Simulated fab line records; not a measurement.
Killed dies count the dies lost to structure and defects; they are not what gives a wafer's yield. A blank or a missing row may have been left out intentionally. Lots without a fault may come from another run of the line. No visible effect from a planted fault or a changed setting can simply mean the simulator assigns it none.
fab line records | flow n5Finfet
record lots=24 wafers=72 lastDay=19
route steps=1938 shown BEOL_M1@828 BEOL_M2@864
lots untouched by any fault: they come from a run of this same line in which no faults occurred
startH: start of the lot's first displayed wafer, in hours after the record's first day | waitH: time in hours since the lot's previous step | " the same as in the row above | L1.1+2: a single row standing in for several wafers | - either no value or no given start | * or withheld: withheld | < > ~ a bound
route shown NAME@n: NAME is a module with steps in the file, n the number in the route of the first one | usual: mean/standard deviation taken from wafers without a fault | same: alike in all rows | chamber/n: place in a boat | sites: each site's reading | _std_site: how widely they spread, as a standard deviation | _edge_site: outer sites' mean less inner sites' | radiusMm: for every site, how far away it sits from the centre of the wafer | mask NAME#n: copy n | behind: the last tool/chamber to shape the wafer | hold: why the lot went on hold/how many hours it stayed there/how the hold came to an end | device: the transistor (n, p or np) that didn't switch | end of line: the tests these same wafers got at the end of their route | for a step that has no rows: nothing shown but its recipe | killed: at the first sort, the dies lost to defects and structure; wafer yield is something else | map: a wafer's dies, x killed, . not, _ none there
set.NAME: the setting as run; set.NAME@STEP: as run at that earlier step | model.NAME: the simulator's own value behind a step, which no gauge read
the route's steps for a sample of lots (tables are steps, rows are wafers)
services: from which hour (startH, from the record's first day; less than 0 if before it) a tool's chamber was out of use, for how many hours, and why
## steps
# step N5_BEOL_M1_SPUTTER_94
# recipe material=Cu targetThkA=45 tempC=-20 chamberPressurePa=0.07 powerW=withheld timeS=8.29
# usual chuckSensorTempC=-16.1/0.59 throttleValvePct=29.9/1.3
# columns lot.wafer tool chamber startH waitH chuckSensorTempC throttleValvePct
L074.2 pvdSputter-02 - 136.32 0.1 -16.7 30.2
L074.3 " - " " -15.0 31.2
L074.5 " - " " -16.1 31.3
L075.3 pvdSputter-01 - 137.83 0.1 -17.4 32.6
L075.4 " - " " -16.6 30.6
L075.6 " - " " -15.7 28.5
L076.1 pvdSputter-02 - 162.22 0.1 -16.9 30.2
L076.5 " - " " -15.2 31.1
L076.6 " - " " -16.8 29.9
L077.1 pvdSputter-02 - 168.66 0.1 -15.1 31.3
L077.2 " - " " -16.2 31.4
L077.5 " - " " -16.1 31.5
L078.2 pvdSputter-02 - 174.42 0.1 -16.8 30.3
L078.3 " - " " -16.1 31.2
L078.6 " - " " -15.1 31.4
L079.1 pvdSputter-03 - 177.29 0.1 -16.1 27.8
L079.2 " - " " -16.0 29.1
L079.3 " - " " -15.4 28.9
L080.1 pvdSputter-02 - 181.73 0.1 -15.8 28.8
L080.3 " - " " -15.1 31.1
L080.4 " - " " -16.9 30.0
L081.1 pvdSputter-03 - 195.30 0.1 -15.5 29.0
L081.2 " - " " -16.2 28.1
L081.4 " - " " -16.3 29.4
L083.1 pvdSputter-02 - 200.40 0.1 -15.0 31.2
L083.2 " - " " -16.2 31.1
L083.5 " - " " -17.0 29.8
L082.1 pvdSputter-03 - 201.60 0.1 -16.0 28.7
L082.2 " - " " -16.2 28.2
L082.5 " - " " -16.3 29.7
L084.2 pvdSputter-02 - 202.56 0.1 -16.1 31.6
L084.4 " - " " -15.1 31.4
L084.6 " - " " -17.0 30.0
L085.3 pvdSputter-03 - 209.58 0.1 -16.2 29.3
L085.5 " - " " -16.2 28.1
L085.6 " - " " -16.3 29.6
L088.1 pvdSputter-01 - 215.81 0.1 -15.5 28.3
L088.2 " - " " -17.3 33.0
L088.4 " - " " -16.6 30.7
L086.1 pvdSputter-02 - 218.80 0.1 -15.8 28.9
L086.2 " - " " -16.9 30.1
L086.4 " - " " -15.3 31.2
L087.4 pvdSputter-03 - 219.20 0.1 -15.3 28.8
L087.5 " - " " -16.3 29.5
L087.6 " - " " -16.0 28.0
L089.1 pvdSputter-02 - 231.60 0.1 -15.1 31.6
L089.3 " - " " -15.5 28.7
L089.5 " - " " -16.8 30.2
L090.1 pvdSputter-01 - 237.85 0.1 -16.5 30.7
L090.2 " - " " -15.6 28.5
L090.4 " - " " -17.4 32.6
L091.1 pvdSputter-01 - 240.98 0.1 -16.4 30.6
L091.3 " - " " -17.5 32.7
L091.6 " - " " -15.6 28.7
L092.3 pvdSputter-03 - 250.30 0.1 -16.2 29.6
L092.4 " - " " -15.4 29.1
L092.5 " - " " -16.3 28.1
L093.1 pvdSputter-03 - 261.98 0.1 -16.1 28.7
L093.3 " - " " -16.2 28.0
L093.5 " - " " -16.2 29.6
L094.1 pvdSputter-02 - 263.02 0.1 -15.7 28.9
L094.2 " - " " -16.3 31.2
L094.5 " - " " -17.2 29.9
L095.1 pvdSputter-03 - 267.57 0.1 -16.4 28.0
L095.5 " - " " -16.2 27.9
L095.6 " - " " -15.4 28.7
L096.3 pvdSputter-03 - 269.45 0.1 -15.9 29.0
L096.5 " - " " -16.2 27.9
L096.6 " - " " -15.4 29.0
L097.1 pvdSputter-01 - 277.75 0.1 -15.3 28.6
L097.3 " - " " -15.8 30.8
L097.5 " - " " -17.5 32.8
# step N5_BEOL_M1_ANNEAL_51
# recipe tempC=225 timeS=90 ambient=N2
# usual wafer_temp_C_max=226.3/0.35
# columns lot.wafer tool chamber startH waitH wafer_temp_C_max
L074.2 rtpAnneal-02 0 136.78 0.1 226.8
L074.3 " 0 " " 226.2
L074.5 " 0 " " 226.7
L075.3 rtpAnneal-01 0 138.34 0.1 226.2
L075.4 " 0 " " 226.3
L075.6 " 0 " " 226.0
L076.1 rtpAnneal-01 0 162.64 0.1 226.3
L076.5 " 0 " " 226.5
L076.6 " 0 " " 226.1
L077.1 rtpAnneal-02 0 169.07 0.1 226.8
L077.2 " 0 " " 227.0
L077.5 " 0 " " 226.6
L078.2 rtpAnneal-01 0 174.95 0.2 225.8
L078.3 " 0 " " 225.6
L078.6 " 0 " " 225.8
L079.1 rtpAnneal-01 0 177.71 0.1 226.2
L079.2 " 0 " " 226.1
L079.3 " 0 " " 226.4
L080.1 rtpAnneal-01 0 182.15 0.1 226.2
L080.3 " 0 " " 226.3
L080.4 " 0 " " 226.3
L081.1 rtpAnneal-02 0 195.71 0.1 226.3
L081.2 " 0 " " 226.5
L081.4 " 0 " " 226.5
L083.1 rtpAnneal-01 0 200.82 0.1 226.0
L083.2 " 0 " " 226.3
L083.5 " 0 " " 226.2
L082.1 rtpAnneal-02 0 202.01 0.1 227.2
L082.2 " 0 " " 226.7
L082.5 " 0 " " 226.7
L084.2 rtpAnneal-01 0 203.02 0.1 225.9
L084.4 " 0 " " 226.2
L084.6 " 0 " " 226.3
L085.3 rtpAnneal-02 0 210.08 0.1 226.5
L085.5 " 0 " " 226.8
L085.6 " 0 " " 227.4
L088.1 rtpAnneal-02 0 216.23 0.1 226.9
L088.2 " 0 " " 226.3
L088.4 " 0 " " 226.9
L086.1 rtpAnneal-02 0 219.21 0.1 226.3
L086.2 " 0 " " 226.8
L086.4 " 0 " " 226.2
L087.4 rtpAnneal-01 0 219.92 0.3 225.9
L087.5 " 0 " " 226.2
L087.6 " 0 " " 226.0
L089.1 rtpAnneal-02 0 232.02 0.1 226.5
L089.3 " 0 " " 226.8
L089.5 " 0 " " 226.7
L090.1 rtpAnneal-02 0 238.26 0.1 226.2
L090.2 " 0 " " 226.6
L090.4 " 0 " " 226.5
L091.1 rtpAnneal-02 0 241.39 0.1 225.8
L091.3 " 0 " " 226.7
L091.6 " 0 " " 226.7
L092.3 rtpAnneal-01 0 250.80 0.1 225.8
L092.4 " 0 " " 226.2
L092.5 " 0 " " 226.2
L093.1 rtpAnneal-01 0 262.40 0.1 226.0
L093.3 " 0 " " 226.8
L093.5 " 0 " " 227.0
L094.1 rtpAnneal-02 0 263.44 0.1 226.7
L094.2 " 0 " " 226.8
L094.5 " 0 " " 226.7
L095.1 rtpAnneal-02 0 268.01 0.1 226.4
L095.5 " 0 " " 226.5
L095.6 " 0 " " 226.0
L096.3 rtpAnneal-02 0 269.96 0.1 226.1
L096.5 " 0 " " 226.1
L096.6 " 0 " " 226.8
L097.1 rtpAnneal-01 0 278.19 0.1 225.9
L097.3 " 0 " " 225.9
L097.5 " 0 " " 226.1
# step N5_BEOL_M1_CO_CAP_55
# recipe material=Co targetThkA=20 tempC=200 precursor=CCTBA/H2 pressureTorr=30 timeS=102.1
# usual heaterPowerW=250/35
# columns lot.wafer tool chamber startH waitH heaterPowerW
L074.2 cvdCo-02 1 137.41 0.0 285
L074.3 " 0 " " 267
L074.5 " 0 " " 262
L075.3 cvdCo-02 0 138.91 0.0 274
L075.4 " 0 " " 265
L075.6 " 2 " " 210
L076.1 cvdCo-01 1 163.32 0.0 298
L076.5 " 2 " " 217
L076.6 " 1 " " 305
L077.1 cvdCo-01 0 169.74 0.0 217
L077.2 " 2 " " 211
L077.5 " 0 " " 217
L078.2 cvdCo-01 2 175.59 0.0 212
L078.3 " 1 " " 299
L078.6 " 2 " " 211
L079.1 cvdCo-02 0 178.42 0.0 265
L079.2 " 2 " " 219
L079.3 " 1 " " 275
L080.1 cvdCo-01 0 182.82 0.0 220
L080.3 " 2 " " 218
L080.4 " 2 " " 219
L081.1 cvdCo-01 0 196.38 0.0 218
L081.2 " 1 " " 298
L081.4 " 1 " " 300
L083.1 cvdCo-02 1 201.48 0.0 279
L083.2 " 2 " " 215
L083.5 " 1 " " 281
L082.1 cvdCo-02 2 202.68 0.0 215
L082.2 " 0 " " 267
L082.5 " 2 " " 216
L084.2 cvdCo-02 0 203.66 0.0 269
L084.4 " 1 " " 281
L084.6 " 2 " " 214
L085.3 cvdCo-01 1 210.68 0.0 307
L085.5 " 1 " " 301
L085.6 " 2 " " 210
L088.1 cvdCo-02 0 216.90 0.0 275
L088.2 " 2 " " 213
L088.4 " 0 " " 262
L086.1 cvdCo-02 1 219.89 0.0 278
L086.2 " 0 " " 268
L086.4 " 2 " " 207
L087.4 cvdCo-02 1 220.49 0.0 275
L087.5 " 2 " " 215
L087.6 " 0 " " 272
L089.1 cvdCo-02 2 232.69 0.0 210
L089.3 " 0 " " 270
L089.5 " 2 " " 213
L090.1 cvdCo-01 0 238.93 0.0 216
L090.2 " 2 " " 209
L090.4 " 1 " " 295
L091.1 cvdCo-02 2 242.07 0.0 221
L091.3 " 1 " " 279
L091.6 " 2 " " 215
L092.3 cvdCo-01 0 251.38 0.0 215
L092.4 " 2 " " 211
L092.5 " 1 " " 295
L093.1 cvdCo-02 0 263.08 0.0 268
L093.3 " 2 " " 216
L093.5 " 1 " " 282
L094.1 cvdCo-01 2 264.15 0.0 216
L094.2 " 1 " " 305
L094.5 " 1 " " 307
L095.1 cvdCo-02 1 268.68 0.0 286
L095.5 " 1 " " 276
L095.6 " 2 " " 214
L096.3 cvdCo-01 2 270.54 0.0 217
L096.5 " 1 " " 301
L096.6 " 0 " " 214
L097.1 cvdCo-02 1 278.86 0.0 286
L097.3 " 0 " " 272
L097.5 " 0 " " 259
# step N5_BEOL_M1_INSPECT_59
# recipe inspectInstrument=darkfield mode=postDep
# usual rawDefectCount=75/22
# columns lot.wafer tool chamber startH waitH rawDefectCount
L074.2 defectInspect-01 - 137.65 0.0 76
L074.3 " - " " 50
L074.5 " - " " 65
L075.3 defectInspect-01 - 139.12 0.0 74
L075.4 " - " " 50
L075.6 " - " " 122
L076.1 defectInspect-02 - 163.53 0.0 41
L076.5 " - " " 61
L076.6 " - " " 47
L077.1 defectInspect-02 - 169.95 0.0 65
L077.2 " - " " 88
L077.5 " - " " 56
L078.2 defectInspect-02 - 175.80 0.0 114
L078.3 " - " " 115
L078.6 " - " " 78
L079.1 defectInspect-01 - 178.63 0.0 79
L079.2 " - " " 42
L079.3 " - " " 68
L080.1 defectInspect-02 - 183.03 0.0 84
L080.3 " - " " 71
L080.4 " - " " 57
L081.1 defectInspect-02 - 196.59 0.0 61
L081.2 " - " " 65
L081.4 " - " " 59
L083.1 defectInspect-02 - 201.69 0.0 49
L083.2 " - " " 38
L083.5 " - " " 75
L082.1 defectInspect-01 - 202.89 0.0 101
L082.2 " - " " 59
L082.5 " - " " 63
L084.2 defectInspect-01 - 203.87 0.0 56
L084.4 " - " " 78
L084.6 " - " " 57
L085.3 defectInspect-01 - 210.92 0.0 111
L085.5 " - " " 107
L085.6 " - " " 52
L088.1 defectInspect-02 - 217.12 0.0 105
L088.2 " - " " 127
L088.4 " - " " 135
L086.1 defectInspect-01 - 220.14 0.0 47
L086.2 " - " " 51
L086.4 " - " " 57
L087.4 defectInspect-01 - 220.67 0.0 95
L087.5 " - " " 89
L087.6 " - " " 57
L089.1 defectInspect-02 - 232.90 0.0 62
L089.3 " - " " 51
L089.5 " - " " 71
L090.1 defectInspect-02 - 239.14 0.0 85
L090.2 " - " " 81
L090.4 " - " " 53
L091.1 defectInspect-01 - 242.28 0.0 130
L091.3 " - " " 93
L091.6 " - " " 118
L092.3 defectInspect-01 - 251.59 0.0 100
L092.4 " - " " 114
L092.5 " - " " 61
L093.1 defectInspect-01 - 263.32 0.0 69
L093.3 " - " " 49
L093.5 " - " " 69
L094.1 defectInspect-02 - 264.36 0.0 65
L094.2 " - " " 77
L094.5 " - " " 53
L095.1 defectInspect-02 - 268.91 0.0 45
L095.5 " - " " 71
L095.6 " - " " 69
L096.3 defectInspect-01 - 270.75 0.0 74
L096.5 " - " " 74
L096.6 " - " " 88
L097.1 defectInspect-02 - 279.07 0.0 79
L097.3 " - " " 70
L097.5 " - " " 94
# step N5_BEOL_M2_HM_OPEN_17
# recipe chemistry=Cl2/BCl3 targetDepthA=200 overetchA=60 target=TiN maskMaterial=SOC ionEnergyEv=150 pressureMtorr=10 icpW=1000 biasW=126 Cl2_flow_sccm=53.25 bcl3FlowSccm=21.75 Ar_flow_sccm=25
# usual drypumpMotorCurrentA=5.5/0.45 oes_ar_750_au=0.77/0.13 oesProductAu=0.66/0.12 rfFwdPowerW=991/3.7 throttleValvePct=22.3/0.34
# columns lot.wafer tool chamber startH waitH drypumpMotorCurrentA oes_ar_750_au oesProductAu rfFwdPowerW rfHoursCounterH throttleValvePct
L074.2 rieMetal-02 1 139.44 0.0 4.8 0.71 0.58 984 73 22.4
L074.3 " 1 " " 4.8 0.70 0.58 987 - 22.5
L074.5 " 1 " " 4.8 0.70 0.58 986 - 22.4
L075.3 rieMetal-02 1 140.82 0.1 4.8 0.70 0.59 981 - 22.5
L075.4 " 0 " " 5.8 0.66 0.54 989 - 22.8
L075.6 " 0 " " 5.8 0.66 0.54 992 - 22.8
L076.1 rieMetal-03 1 164.99 0.0 5.7 0.56 0.52 986 133 22.3
L076.5 " 1 " " 5.7 0.55 0.52 989 - 22.3
L076.6 " 0 " " 5.7 0.61 0.50 988 - 21.9
L077.1 rieMetal-03 0 172.23 0.0 5.7 0.60 0.48 990 134 21.9
L077.2 " 1 " " 5.7 0.55 0.51 987 134 22.3
L077.5 " 1 " " 5.7 0.56 0.52 991 - 22.3
L078.2 rieMetal-03 0 178.79 0.0 5.7 0.61 0.48 991 134 21.9
L078.3 " 0 " " 5.7 0.60 0.49 992 - 21.9
L078.6 " 1 " " 5.7 0.55 0.51 988 - 22.4
L079.1 rieMetal-02 0 179.76 0.0 5.8 0.66 0.54 993 120 22.8
L079.2 " 1 " " 4.8 0.70 0.59 989 75 22.4
L079.3 " 0 " " 5.8 0.66 0.54 996 - 22.8
L080.1 rieMetal-01 0 186.15 0.0 5.6 0.81 0.70 991 16 22.1
L080.3 " 0 " " 5.6 0.82 0.70 992 - 22.1
L080.4 " 1 " " 6.0 0.88 0.80 998 - 22.2
L081.1 rieMetal-01 1 197.68 0.0 6.1 0.88 0.78 1000 9 22.3
L081.2 " 0 " " 5.6 0.81 0.70 990 18 22.0
L081.4 " 1 " " 6.0 0.88 0.79 997 - 22.2
L083.1 rieMetal-01 1 203.28 0.0 6.1 0.87 0.77 991 10 22.2
L083.2 " 0 " " 5.6 0.81 0.71 984 19 22.0
L083.5 " 0 " " 5.6 0.81 0.71 987 - 22.1
L082.1 rieMetal-02 1 204.24 0.0 4.8 0.70 0.59 985 76 22.4
L082.2 " 0 " " 5.8 0.66 0.54 991 122 22.8
L082.5 " 1 " " 4.8 0.70 0.59 987 - 22.4
L084.2 rieMetal-01 0 205.36 0.0 5.5 0.81 0.71 993 19 22.0
L084.4 " 0 " " 5.6 0.81 0.69 994 - 22.1
L084.6 " 1 " " 6.0 0.87 0.77 997 - 22.2
L085.3 rieMetal-02 1 212.41 0.1 4.8 0.69 0.57 986 - 22.5
L085.5 " 0 " " 5.8 0.65 0.53 992 - 22.8
L085.6 " 1 " " 4.8 0.70 0.58 982 - 22.5
L088.1 rieMetal-03 0 220.26 0.0 5.7 1.00 0.81 990 2 21.4
L088.2 " 1 " " 5.7 0.88 0.84 995 0 22.3
L088.4 " 1 " " 5.7 0.89 0.81 996 - 22.3
L086.1 rieMetal-03 1 221.44 0.0 5.7 0.87 0.80 990 1 22.3
L086.2 " 0 " " 5.8 0.98 0.81 990 2 21.4
L086.4 " 1 " " 5.7 0.87 0.81 986 - 22.3
L087.4 rieMetal-02 0 224.46 0.1 5.8 0.65 0.53 995 - 22.8
L087.5 " 0 " " 5.8 0.65 0.53 993 - 22.8
L087.6 " 1 " " 4.8 0.69 0.58 985 - 22.5
L089.1 rieMetal-02 1 235.52 0.0 4.8 0.69 0.57 995 80 22.5
L089.3 " 1 " " 4.8 0.69 0.57 991 - 22.5
L089.5 " 1 " " 4.8 0.69 0.58 995 - 22.4
L090.1 rieMetal-01 0 240.23 0.0 5.6 0.80 0.69 991 22 22.1
L090.2 " 1 " " 6.0 0.85 0.75 995 12 22.3
L090.4 " 1 " " 6.0 0.86 0.76 991 - 22.2
L091.1 rieMetal-01 0 243.65 0.0 5.6 0.80 0.69 991 22 22.1
L091.3 " 0 " " 5.6 0.80 0.70 992 - 22.1
L091.6 " 0 " " 5.6 0.79 0.71 986 - 22.1
L092.3 rieMetal-02 1 253.29 0.1 4.8 0.69 0.56 989 - 22.5
L092.4 " 0 " " 5.8 1.01 0.83 995 - 22.3
L092.5 " 0 " " 5.8 1.02 0.83 994 - 22.3
L093.1 rieMetal-03 1 264.54 0.0 5.7 0.82 0.77 991 5 22.3
L093.3 " 1 " " 5.7 0.82 0.76 991 - 22.3
L093.5 " 1 " " 5.7 0.82 0.77 990 - 22.3
L094.1 rieMetal-02 0 267.33 0.0 5.8 1.00 0.81 991 2 22.3
L094.2 " 1 " " 4.8 0.68 0.56 982 84 22.5
L094.5 " 0 " " 5.8 1.00 0.82 987 - 22.3
L095.1 rieMetal-03 1 272.01 0.0 5.7 0.83 0.76 988 5 22.3
L095.5 " 0 " " 5.7 0.95 0.76 989 - 21.4
L095.6 " 1 " " 5.7 0.82 0.77 988 - 22.3
L096.3 rieMetal-02 0 272.78 0.1 5.8 0.99 0.82 989 - 22.3
L096.5 " 1 " " 4.7 0.68 0.58 991 - 22.4
L096.6 " 0 " " 5.8 0.98 0.83 991 - 22.3
L097.1 rieMetal-02 1 280.96 0.0 4.8 0.68 0.57 991 85 22.5
L097.3 " 0 " " 5.8 0.99 0.82 992 - 22.3
L097.5 " 1 " " 4.8 0.68 0.56 995 - 22.5
# step N5_BEOL_M2_CD_MEAS_18
# recipe pitchNm=36 targetCdNm=18
# usual cdNm=17.9/0.4
# columns lot.wafer tool chamber startH waitH cdNm
L074.2 cdSem-03 - 139.62 0.1 18.4
L074.3 " - " " 18.2
L074.5 " - " " 18.4
L075.3 cdSem-01 - 140.97 0.1 17.8
L075.4 " - " " 17.8
L075.6 " - " " 18.3
L076.1 cdSem-01 - 165.17 0.0 17.2
L076.5 " - " " 17.8
L076.6 " - " " 18.1
L077.1 cdSem-01 - 172.41 0.0 18.0
L077.2 " - " " 17.5
L077.5 " - " " 17.8
L078.2 cdSem-03 - 179.13 0.1 18.2
L078.3 " - " " 17.9
L078.6 " - " " 17.4
L079.1 cdSem-03 - 179.94 0.0 17.8
L079.2 " - " " 17.7
L079.3 " - " " 17.6
L080.1 cdSem-02 - 186.33 0.0 18.2
L080.3 " - " " 17.7
L080.4 " - " " 18.3
L081.1 cdSem-01 - 197.88 0.0 17.7
L081.2 " - " " 17.6
L081.4 " - " " 17.3
L083.1 cdSem-03 - 203.46 0.0 17.3
L083.2 " - " " 18.1
L083.5 " - " " 17.6
L082.1 cdSem-01 - 204.46 0.0 17.7
L082.2 " - " " 18.0
L082.5 " - " " 18.0
L084.2 cdSem-01 - 205.55 0.1 17.0
L084.4 " - " " 18.3
L084.6 " - " " 16.9
L085.3 cdSem-01 - 212.73 0.1 18.1
L085.5 " - " " 17.9
L085.6 " - " " 17.5
L088.1 cdSem-01 - 220.44 0.0 18.1
L088.2 " - " " 17.3
L088.4 " - " " 17.3
L086.1 cdSem-03 - 221.62 0.0 17.2
L086.2 " - " " 17.9
L086.4 " - " " 17.6
L087.4 cdSem-02 - 224.61 0.1 18.2
L087.5 " - " " 17.9
L087.6 " - " " 18.3
L089.1 cdSem-01 - 235.79 0.0 17.8
L089.3 " - " " 18.6
L089.5 " - " " 18.9
L090.1 cdSem-03 - 240.41 0.0 18.3
L090.2 " - " " 17.5
L090.4 " - " " 18.6
L091.1 cdSem-02 - 243.83 0.0 17.2
L091.3 " - " " 17.8
L091.6 " - " " 18.0
L092.3 cdSem-03 - 253.45 0.1 17.6
L092.4 " - " " 18.5
L092.5 " - " " 17.9
L093.1 cdSem-03 - 264.72 0.0 18.3
L093.3 " - " " 17.7
L093.5 " - " " 17.9
L094.1 cdSem-01 - 267.51 0.0 17.9
L094.2 " - " " 18.5
L094.5 " - " " 18.3
L095.1 cdSem-02 - 272.19 0.0 17.7
L095.5 " - " " 18.0
L095.6 " - " " 17.6
L096.3 cdSem-02 - 272.93 0.1 18.1
L096.5 " - " " 18.0
L096.6 " - " " 18.4
L097.1 cdSem-02 - 281.14 0.0 18.2
L097.3 " - " " 18.8
L097.5 " - " " 18.5
## services
# columns tool chamber startH hours kind
cvdCo-02 1 114.75 - clean
cvdCo-02 1 114.75 22.0 scheduledDown
cvdCo-02 1 114.75 22.0 ventCycle
rtpAnneal-02 - 120.30 3.9 pm
rieMetal-02 - 144.65 0.8 repair
pvdSputter-01 - 155.00 1.1 repair
pvdSputter-01 - 161.50 48.4 repair
rieMetal-03 0 180.09 - clean
rieMetal-03 0 180.09 19.2 scheduledDown
rieMetal-03 0 180.09 19.2 ventCycle
cvdCo-02 - 193.08 4.3 pm
rieMetal-03 1 199.32 - clean
rieMetal-03 1 199.32 20.9 scheduledDown
rieMetal-03 1 199.32 20.9 ventCycle
rieMetal-02 - 204.99 0.6 repair
rieMetal-01 - 219.62 2.8 pm
rieMetal-02 0 229.49 - clean
rieMetal-02 0 229.49 16.1 scheduledDown
rieMetal-02 0 229.49 16.1 ventCycle
## key
fault none
